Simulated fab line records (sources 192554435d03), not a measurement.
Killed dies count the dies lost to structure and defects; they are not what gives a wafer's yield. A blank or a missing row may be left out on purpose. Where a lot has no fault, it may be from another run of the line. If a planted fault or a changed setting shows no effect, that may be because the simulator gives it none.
Chamber matching :: flow n5_finfet :: N5_FIN_CUT_ETCH_20 on rie_diel-01 has 4 sister chambers
The step etches SiARC in CF4, target depth 26 nm, time 43.3 s. 30 wafers are shown with their chamber, then 12 later ones without.

## WAFERS, EACH WITH ITS CHAMBER
wafer: L074.3
chamber: 2
drypump_motor_current_A (A): 5.7
showerhead_plenum_p_Torr (Torr): 2.13
throttle_valve_pct (%): 15.99

wafer: L074.5
chamber: 1
drypump_motor_current_A (A): 6.6
showerhead_plenum_p_Torr (Torr): 2.07
throttle_valve_pct (%): 15.36

wafer: L074.6
chamber: 2
drypump_motor_current_A (A): 5.7
showerhead_plenum_p_Torr (Torr): 2.13
throttle_valve_pct (%): 15.98

wafer: L075.2
chamber: 3
drypump_motor_current_A (A): 6.6
showerhead_plenum_p_Torr (Torr): 2.23
throttle_valve_pct (%): 15.73

wafer: L075.4
chamber: 2
drypump_motor_current_A (A): 5.7
showerhead_plenum_p_Torr (Torr): 2.13
throttle_valve_pct (%): 16.00

wafer: L075.6
chamber: 2
drypump_motor_current_A (A): 5.7
showerhead_plenum_p_Torr (Torr): 2.13
throttle_valve_pct (%): 16.00

wafer: L076.1
chamber: 1
drypump_motor_current_A (A): 6.6
showerhead_plenum_p_Torr (Torr): 2.07
throttle_valve_pct (%): 15.41

wafer: L076.4
chamber: 3
drypump_motor_current_A (A): 6.6
showerhead_plenum_p_Torr (Torr): 2.23
throttle_valve_pct (%): 15.74

wafer: L076.5
chamber: 3
drypump_motor_current_A (A): 6.6
showerhead_plenum_p_Torr (Torr): 2.23
throttle_valve_pct (%): 15.75

wafer: L079.1
chamber: 3
drypump_motor_current_A (A): 6.6
showerhead_plenum_p_Torr (Torr): 2.23
throttle_valve_pct (%): 15.76

wafer: L079.2
chamber: 2
drypump_motor_current_A (A): 5.7
showerhead_plenum_p_Torr (Torr): 2.13
throttle_valve_pct (%): 16.01

wafer: L079.3
chamber: 1
drypump_motor_current_A (A): 6.6
showerhead_plenum_p_Torr (Torr): 2.06
throttle_valve_pct (%): 15.41

wafer: L081.1
chamber: 1
drypump_motor_current_A (A): 6.6
showerhead_plenum_p_Torr (Torr): 2.06
throttle_valve_pct (%): 15.43

wafer: L081.2
chamber: 3
drypump_motor_current_A (A): 6.6
showerhead_plenum_p_Torr (Torr): 2.23
throttle_valve_pct (%): 15.76

wafer: L081.5
chamber: 3
drypump_motor_current_A (A): 6.6
showerhead_plenum_p_Torr (Torr): 2.23
throttle_valve_pct (%): 15.74

wafer: L082.1
chamber: 2
drypump_motor_current_A (A): 5.7
showerhead_plenum_p_Torr (Torr): 2.12
throttle_valve_pct (%): 16.04

wafer: L082.2
chamber: 1
drypump_motor_current_A (A): 6.6
showerhead_plenum_p_Torr (Torr): 2.06
throttle_valve_pct (%): 15.43

wafer: L082.3
chamber: 3
drypump_motor_current_A (A): 6.6
showerhead_plenum_p_Torr (Torr): 2.23
throttle_valve_pct (%): 15.77

wafer: L082.4
chamber: 1
drypump_motor_current_A (A): 6.6
showerhead_plenum_p_Torr (Torr): 2.06
throttle_valve_pct (%): 15.43

wafer: L082.5
chamber: 2
drypump_motor_current_A (A): 5.7
showerhead_plenum_p_Torr (Torr): 2.12
throttle_valve_pct (%): 16.03

wafer: L082.6
chamber: 3
drypump_motor_current_A (A): 6.6
showerhead_plenum_p_Torr (Torr): 2.23
throttle_valve_pct (%): 15.76

wafer: L083.2
chamber: 1
drypump_motor_current_A (A): 6.6
showerhead_plenum_p_Torr (Torr): 2.06
throttle_valve_pct (%): 15.44

wafer: L083.4
chamber: 3
drypump_motor_current_A (A): 6.6
showerhead_plenum_p_Torr (Torr): 2.23
throttle_valve_pct (%): 15.79

wafer: L083.6
chamber: 0
drypump_motor_current_A (A): 5.5
showerhead_plenum_p_Torr (Torr): 2.19
throttle_valve_pct (%): 15.25

wafer: L086.2
chamber: 0
drypump_motor_current_A (A): 5.6
showerhead_plenum_p_Torr (Torr): 2.18
throttle_valve_pct (%): 15.28

wafer: L086.3
chamber: 3
drypump_motor_current_A (A): 6.6
showerhead_plenum_p_Torr (Torr): 2.22
throttle_valve_pct (%): 15.78

wafer: L086.5
chamber: 2
drypump_motor_current_A (A): 5.7
showerhead_plenum_p_Torr (Torr): 2.12
throttle_valve_pct (%): 16.04

wafer: L088.1
chamber: 0
drypump_motor_current_A (A): 5.5
showerhead_plenum_p_Torr (Torr): 2.18
throttle_valve_pct (%): 15.28

wafer: L088.2
chamber: 2
drypump_motor_current_A (A): 5.7
showerhead_plenum_p_Torr (Torr): 2.12
throttle_valve_pct (%): 16.06

wafer: L088.3
chamber: 1
drypump_motor_current_A (A): 6.6
showerhead_plenum_p_Torr (Torr): 2.06
throttle_valve_pct (%): 15.44

SIGNATURES, as means of the wafers listed above
reading: drypump_motor_current_A
chamber 0: 5.533
chamber 1: 6.600
chamber 2: 5.700
chamber 3: 6.600
scatter within a chamber: 0.016

reading: showerhead_plenum_p_Torr
chamber 0: 2.1833
chamber 1: 2.0625
chamber 2: 2.1256
chamber 3: 2.2290
scatter within a chamber: 0.00451

reading: throttle_valve_pct
chamber 0: 15.2700
chamber 1: 15.4187
chamber 2: 16.0167
chamber 3: 15.7580
scatter within a chamber: 0.0236
Rule: for each reading, subtract the chamber's mean from the wafer's reading, divide by that reading's scatter and square the result; add these up over the readings and take the root, which gives the wafer's distance from the chamber. The wafer belongs to the nearest chamber; if the next one is less than 2 further off, it can't be placed. The scatter: the root of (the sum of the squares of (reading less its chamber's mean) over the shown wafers, divided by (wafers less chambers)).

## WAFERS WHOSE CHAMBER IS MISSING
wafer: L088.4
drypump_motor_current_A (A): 6.6
showerhead_plenum_p_Torr (Torr): 2.22
throttle_valve_pct (%): 15.77

wafer: L088.5
drypump_motor_current_A (A): 6.6
showerhead_plenum_p_Torr (Torr): 2.06
throttle_valve_pct (%): 15.45

wafer: L088.6
drypump_motor_current_A (A): 5.6
showerhead_plenum_p_Torr (Torr): 2.18
throttle_valve_pct (%): 15.29

wafer: L090.3
drypump_motor_current_A (A): 6.6
showerhead_plenum_p_Torr (Torr): 2.22
throttle_valve_pct (%): 15.80

wafer: L090.4
drypump_motor_current_A (A): 6.6
showerhead_plenum_p_Torr (Torr): 2.05
throttle_valve_pct (%): 15.45

wafer: L090.6
drypump_motor_current_A (A): 6.6
showerhead_plenum_p_Torr (Torr): 2.05
throttle_valve_pct (%): 15.43

wafer: L091.1
drypump_motor_current_A (A): 5.5
showerhead_plenum_p_Torr (Torr): 2.18
throttle_valve_pct (%): 15.29

wafer: L091.5
drypump_motor_current_A (A): 5.6
showerhead_plenum_p_Torr (Torr): 2.18
throttle_valve_pct (%): 15.30

wafer: L091.6
drypump_motor_current_A (A): 6.6
showerhead_plenum_p_Torr (Torr): 2.06
throttle_valve_pct (%): 15.45

wafer: L097.1
drypump_motor_current_A (A): 5.7
showerhead_plenum_p_Torr (Torr): 2.12
throttle_valve_pct (%): 16.08

wafer: L097.5
drypump_motor_current_A (A): 6.6
showerhead_plenum_p_Torr (Torr): 2.05
throttle_valve_pct (%): 15.50

wafer: L097.6
drypump_motor_current_A (A): 5.6
showerhead_plenum_p_Torr (Torr): 2.18
throttle_valve_pct (%): 15.33

## WHICH CHAMBER EACH ONE RAN IN
wafer: L088.4
from the rows above: 3
in truth: 3

wafer: L088.5
from the rows above: 1
in truth: 1

wafer: L088.6
from the rows above: 0
in truth: 0

wafer: L090.3
from the rows above: 3
in truth: 3

wafer: L090.4
from the rows above: 1
in truth: 1

wafer: L090.6
from the rows above: 1
in truth: 1

wafer: L091.1
from the rows above: 0
in truth: 0

wafer: L091.5
from the rows above: 0
in truth: 0

wafer: L091.6
from the rows above: 1
in truth: 1

wafer: L097.1
from the rows above: 2
in truth: 2

wafer: L097.5
from the rows above: 1
in truth: 1

wafer: L097.6
from the rows above: 0
in truth: 0
Correct placement for 12 of the 12. Number that these rows cannot place: 0. Number placed wrongly: 0.
